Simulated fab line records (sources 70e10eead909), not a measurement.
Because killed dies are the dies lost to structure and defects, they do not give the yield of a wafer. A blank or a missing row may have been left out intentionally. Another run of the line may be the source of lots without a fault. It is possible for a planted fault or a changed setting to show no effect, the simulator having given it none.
Which tool is to blame? -- flow nand_harc -- 33 wafers from 11 lots sampled at 4 of the route's 1302 steps

## WHAT THE GAUGES SHOWED, per wafer
NHARC_P_CONTACT_CD_MEAS_12: the cd target is 90 nm.
lot,measured,on,cd_nm (nm)
L934,day 6 18:53,cd_sem-03,89.0 89.9 89.2
L933,day 6 19:17,cd_sem-02,89.7 89.6 90.5
L935,day 7 06:58,cd_sem-01,90.5 90.9 90.1
L936,day 7 11:29,cd_sem-02,90.1 90.0 88.9
L938,day 8 07:37,cd_sem-02,89.8 90.5 91.6
L941,day 9 19:49,cd_sem-01,90.1 89.1 90.3
L943,day 10 08:55,cd_sem-03,95.6 95.3 95.8
L952,day 14 03:26,cd_sem-02,90.1 90.6 90.7
L953,day 14 15:26,cd_sem-03,90.1 90.5 90.7
L954,day 15 11:50,cd_sem-03,90.8 91.1 90.8
L955,day 15 13:48,cd_sem-01,90.9 91.0 90.3

## WHAT TOOL EACH LOT RAN ON (gives the tool, then ch and the chambers of the sampled wafers, and finally the start)
lot,NHARC_P_GATE_DESCUM_61,NHARC_P_GATE_STRIP_113,NHARC_P_CONTACT_EXPOSE_09
L934,"rie_diel-05 ch 0,1,3, day 6 12:32","plasma_asher-01 ch 0,1, day 6 14:50","arfi_scanner-03 ch 0, day 6 18:45"
L933,"rie_diel-09 ch 0,1,2, day 6 13:02","plasma_asher-02 ch 0,1, day 6 15:13","arfi_scanner-01 ch 0, day 6 19:09"
L935,"rie_diel-05 ch 0,1,3, day 7 00:25","plasma_asher-02 ch 0,1, day 7 02:56","arfi_scanner-03 ch 0, day 7 06:49"
L936,"rie_diel-05 ch 0,1, day 7 05:16","plasma_asher-01 ch 0,1, day 7 07:21","arfi_scanner-02 ch 0, day 7 11:21"
L938,"rie_diel-08 ch 0,1,3, day 8 01:31","plasma_asher-01 ch 0,1, day 8 03:28","arfi_scanner-02 ch 0, day 8 07:29"
L941,"rie_diel-05 ch 0,2,3, day 9 13:24","plasma_asher-01 ch 0,1, day 9 15:32","arfi_scanner-03 ch 0, day 9 19:40"
L943,"rie_diel-05 ch 0,1,3, day 10 02:38","plasma_asher-01 ch 0,1, day 10 05:02","arfi_scanner-03 ch 0, day 10 08:46"
L952,"rie_diel-05 ch 1,2, day 13 20:55","plasma_asher-02 ch 0,1, day 13 23:21","arfi_scanner-03 ch 0, day 14 03:17"
L953,"rie_diel-05 ch 0,1,3, day 14 09:11","plasma_asher-02 ch 0,1, day 14 11:17","arfi_scanner-01 ch 0, day 14 15:18"
L954,"rie_diel-05 ch 0,1,2, day 15 05:30","plasma_asher-01 ch 0,1, day 15 07:54","arfi_scanner-02 ch 0, day 15 11:41"
L955,"rie_diel-08 ch 0,1, day 15 07:40","plasma_asher-02 ch 0,1, day 15 10:00","arfi_scanner-03 ch 0, day 15 13:40"
- NHARC_P_GATE_DESCUM_61: chemistry O2, time 3 s.
- NHARC_P_GATE_STRIP_113: strips in N2/H2, time 740 s.
- NHARC_P_CONTACT_EXPOSE_09: exposes mask P CA, target cd 90 nm.

## THE ANSWER, worked out from the rows above alone
Rule: the lots themselves supply what counts as usual. The widest of any qualifying gaps counts: lots, ordered by their means at a reading, are off when they make up no more than a third of the lots, leave a main group of 4 or more, and stand apart from it by 3 or more times the standard deviation of that group's means. A main group whose means are all the same, to the digits that the tables above print for the reading, isn't used. A lot without any number at a reading at which 4 lots or more have one is off too. Where the step has rows for the other lots, those lots are counted as sound.
Off at NHARC_P_CONTACT_CD_MEAS_12 (cd_nm): L943. The main group: mean 90.2 nm, standard deviation 0.48.
A tool fits if, at a process step before that reading, it ran every lot that is off, and no sound lot after the first of them. Those tools and the gauges at NHARC_P_CONTACT_CD_MEAS_12 are tried in the same way. Of those tried, none fits.

## WHAT THE SIMULATOR PUT IN
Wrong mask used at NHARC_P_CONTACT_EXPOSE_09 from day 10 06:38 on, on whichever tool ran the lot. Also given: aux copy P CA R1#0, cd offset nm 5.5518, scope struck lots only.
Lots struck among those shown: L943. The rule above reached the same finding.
